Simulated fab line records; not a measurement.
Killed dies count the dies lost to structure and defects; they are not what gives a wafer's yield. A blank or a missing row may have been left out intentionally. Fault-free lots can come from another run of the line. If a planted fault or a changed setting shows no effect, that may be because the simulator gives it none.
Comparing a struck lot with a sound one || flow n5Finfet || 40 out of 1938 route steps
Sound: wafers L379.1, L379.2, L379.5. Struck: wafer L396.3. (L396.1, L396.4 of the same lot were not struck and are left out.) The cause comes at the end.
Order at every step that has rows: each side's tool, ch and its chambers, its first start. Under that, the readings that differ: sound wafers || struck wafers || difference of the means || sigmas: that difference in standard deviations of wafers without a fault.
alike: same words and numbers on both sides, and readings whose means sit less than 2 such deviations apart. not compared: any withheld reading, any reading some wafer has no value for, any bound like >300 that may hide the same value, and any number with overlapping values for which the record gives no deviation.
A row with sigmas, a row that says differs or no value, or rows on one side alone: a step with any of these is where the two part. When numbers do not overlap yet have no deviation, they are printed without sigmas and do not part them. A reading that every wafer of one side lacks parts them only if that side has two wafers or more.

first, 11 steps without rows for these wafers: N5_STI_FIN_REVEAL_ALD_14 (deposits Si3N4, target thk 3 nm); N5_STI_FIN_REVEAL_FCVD_FILL_01 (material SiO2 flowable, target thk 312 nm, time 512.2 s); N5_STI_FIN_REVEAL_DENSIFY_02 (time 1800 s); N5_STI_FIN_REVEAL_CMP_04 (polishes, stops on Si3N4, t overpolish 4 s, target thk 131.83 nm); N5_STI_FIN_REVEAL_DENSIFY_30; N5_STI_FIN_REVEAL_ETCHBACK_08 (etches SiO2 in C4F6/O2, target depth 30.5 nm, time 10.167 s); N5_STI_FIN_REVEAL_STRIP_24 (strips in N2/H2, time 90 s); N5_STI_FIN_REVEAL_PRECLEAN_25 (cleans in SPM, time 90 s); N5_STI_FIN_REVEAL_PRECLEAN_26 (cleans in SC1, time 45 s); N5_STI_FIN_REVEAL_PRECLEAN_29 (cleans in DHF, time 30 s); N5_STI_FIN_REVEAL_SRD_12 (time 30 s).
N5_STI_FIN_REVEAL_RECESS_09: chemistry HF/NH3, target SiO2, afs cycles 11, target depth 42.5 nm, sublimation time 60 s.
  sound on vaporEtch-01 ch 0,1, day 2 15:53; struck on vaporEtch-01 ch 0, day 6 23:34
{"reading": "tempC (C)", "sound": "30.01 29.93 29.84", "struck": 32.83, "difference": "+2.90", "sigmas": "+29"}
  alike: drypumpMotorCurrentA, sublimationTempC
then, 10 steps without rows for these wafers: N5_STI_FIN_REVEAL_STRIP_16 (strips SiNx in H3PO4, target depth 23.8 nm); N5_STI_FIN_REVEAL_PRECLEAN_17 (cleans in NF3:NH3, afs cycles 1, time 20 s, sublimation time 60 s); N5_STI_FIN_REVEAL_ETCH_34 (etches Si in H2, material Si, target depth 0.97 nm); N5_STI_FIN_REVEAL_OXIDATION_31 (chemistry O2 PLASMA REMOTE, time 20 s); N5_STI_FIN_REVEAL_PRECLEAN_32 (cleans in NF3:NH3, afs cycles 1, time 20 s, sublimation time 60 s); N5_STI_FIN_REVEAL_STRIP_35 (strips Si3N4 in H3PO4, target depth 4 nm, time 39 s); N5_STI_FIN_REVEAL_SRD_21 (time 30 s); N5_STI_FIN_REVEAL_OXIDATION_33 (chemistry O2 PLASMA REMOTE, time 20 s); N5_STI_FIN_REVEAL_CLEAN_19 (cleans in O3/DIW, time 120 s); N5_STI_FIN_REVEAL_SRD_23 (time 30 s).
N5_STI_FIN_REVEAL_FIN_H_MEAS_10:
  sound on ocd-02, day 2 18:55; struck on ocd-02, day 7 02:29
{"reading": "trenchDepthNm (nm)", "sound": "53.8 53.4 53.3", "struck": 47.4, "difference": -6.1, "sigmas": -7}
then, 15 steps without rows for these wafers: N5_STI_FIN_REVEAL_PRECLEAN_18 (cleans in SC2, time 45 s); N5_STI_FIN_REVEAL_SRD_28 (time 30 s); N5_DUMMY_GATE_PRECLEAN_00 (cleans in O3/DIW, time 60 s); N5_DUMMY_GATE_SRD_01 (time 30 s); N5_DUMMY_GATE_ALD_02 (deposits SiO2, target thk 2 nm, pulse time 1 s); N5_DUMMY_GATE_CVD_03 (deposits a-Si from SiH4, target thk 150 nm, time 8042 s); N5_DUMMY_GATE_PRECLEAN_46 (cleans in DIW, time 89.5 s); N5_DUMMY_GATE_SRD_47 (dry time 32 s); N5_DUMMY_GATE_CMP_04 (polishes a-Si); N5_DUMMY_GATE_HM_DEP_06 (deposits SiNx from DCS/NH3, target thk 80 nm, time 5141 s); N5_DUMMY_GATE_PECVD_30 (deposits SiO2 from TEOS/O2, target thk 55 nm, time 10.8 s); N5_DUMMY_GATE_COAT_34 (time 60 s, resist thk 60 nm); N5_DUMMY_GATE_COAT_35 (time 60 s, resist thk 10 nm); N5_DUMMY_GATE_COAT_28 (time 60 s, resist thk 10 nm); N5_DUMMY_GATE_COAT_09 (resist thk 30 nm).
-- the record jumps here: 6 days lie between the struck wafers' starts before and after (it left off in module DUMMY_GATE and takes up again in module BEOL_M4, whose first step shown is number 1111 of the route) --
N5_BEOL_M4_RC_MEAS_101:
  sound on prober-02 ch 0, day 8 15:35; struck on prober-01 ch 0, day 12 19:35
{"reading": "DIBL_N (mV/V)", "sound": "31.6 35.5 34.3", "struck": 38.8, "difference": "+5.0", "sigmas": "+2"}
{"reading": "DIBL_P (mV/V)", "sound": "28.4 33.2 31.4", "struck": 38.0, "difference": "+7.0", "sigmas": "+3"}
{"reading": "IOFF_N (nA/um)", "sound": "0.09 0.14 0.13", "struck": 0.20, "difference": "+0.08", "sigmas": "+2"}
{"reading": "ION_N (uA/um)", "sound": "664 680 680", "struck": 642, "difference": -33, "sigmas": -2}
{"reading": "ION_P (uA/um)", "sound": "473 470 463", "struck": 432, "difference": -37, "sigmas": -4}
{"reading": "SS_P (mV/dec)", "sound": "72.4 72.9 72.7", "struck": 74.3, "difference": "+1.6", "sigmas": "+2"}
  alike: IOFF_P, SS_N, VT_N, VT_P
-- a jump in the record: the struck wafers' starts before and after are 4 days apart (it breaks off in module BEOL_M4 and resumes in module PASSIVATION, where the first step shown is number 1936 of the route) --
N5_PASSIVATION_PROBE_49:
  sound on prober-02, day 13 12:55; struck on prober-01, day 17 07:33
{"reading": "sort_bin_8_speed (%)", "sound": "0 0 0", "struck": 4.32, "difference": "+4.32", "sigmas": "+43"}
{"reading": "sortNPass", "sound": "1083 1040 1080", "struck": 1003, "difference": -65, "sigmas": -3}
{"reading": "sortYieldPct (%)", "sound": "91.8 88.1 91.5", "struck": 85.0, "difference": -5.5, "sigmas": -3}
  alike: defectLimitedYield, killed_at_M0_to_M3, killed_at_M4_up, killedAtContacts, killedAtFrontEnd, killedAtOther, killedDies, killedOpen, killedShort, sort_bin_4_leakage, sort_bin_5_function, sort_bin_6_memory

## WHERE THEY PART
At N5_STI_FIN_REVEAL_RECESS_09 first; at N5_PASSIVATION_PROBE_49 last (within this record only).

WHY: whatever the simulator had introduced
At N5_STI_FIN_REVEAL_RECESS_09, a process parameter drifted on vaporEtch-01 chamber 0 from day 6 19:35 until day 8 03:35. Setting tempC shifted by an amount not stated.
